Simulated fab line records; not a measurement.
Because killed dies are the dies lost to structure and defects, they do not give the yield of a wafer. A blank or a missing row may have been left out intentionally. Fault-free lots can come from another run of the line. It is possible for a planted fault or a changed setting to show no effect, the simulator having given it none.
Chamber matching | flow n5-finfet | N5_BEOL_M4_ALD_84 on ald-metal-01 has 4 sister chambers
The step deposits TaN, pulse time 2 s, purge time 3 s, co reactant purge time 2 s. 8 wafers are shown with their chamber, then 8 later ones without.

WAFERS WITH THEIR CHAMBER
wafer  | chamber | heater-power-w (W) | mfc-carrier-sccm (sccm)
L079.6 | 2       | 423                | 1493
L084.3 | 0       | 356                | 1507
L085.4 | 0       | 357                | 1505
L085.5 | 2       | 414                | 1498
L091.1 | 3       | 423                | 1498
L091.3 | 1       | 429                | 1489
L091.6 | 1       | 424                | 1495
L092.3 | 3       | 426                | 1496

WAFERS WITH NO CHAMBER GIVEN
wafer  | heater-power-w (W) | mfc-carrier-sccm (sccm)
L092.5 | 422                | 1507
L092.6 | 418                | 1495
L093.2 | 413                | 1506
L093.4 | 407                | 1501
L093.6 | 434                | 1499
L096.1 | 423                | 1495
L096.2 | 422                | 1498
L096.6 | 432                | 1496

WHICH CHAMBER EACH ONE RAN IN
wafer  | from the rows above          | in truth
L092.5 | can't be placed: 3 or 2 or 1 | 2
L092.6 | can't be placed: 2 or 3      | 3
L093.2 | can't be placed: 2 or 3      | 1
L093.4 | can't be placed: 2 or 3      | 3
L093.6 | can't be placed: 3 or 1 or 2 | 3
L096.1 | can't be placed: 3 or 2 or 1 | 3
L096.2 | can't be placed: 3 or 2 or 1 | 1
L096.6 | can't be placed: 1 or 3 or 2 | 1
Correctly placed: 0 of 8. From these rows, 8 cannot be placed; in 7 the true chamber is one of the candidates. Wrongly placed: 0.
How it was worked out, from the rows above alone: a wafer's distance from a chamber is the root of the sum, over the readings, of the square of ((its reading less the chamber's mean) divided by the reading's scatter). If the next closest chamber is less than 2 further off than the closest, the wafer can't be placed; otherwise it belongs to the closest. The mean given for a chamber averages the wafers shown for that chamber. The scatter is the square root of a quotient: the sum, over the shown wafers, of each reading's squared deviation from its chamber's mean, divided by wafers minus chambers.
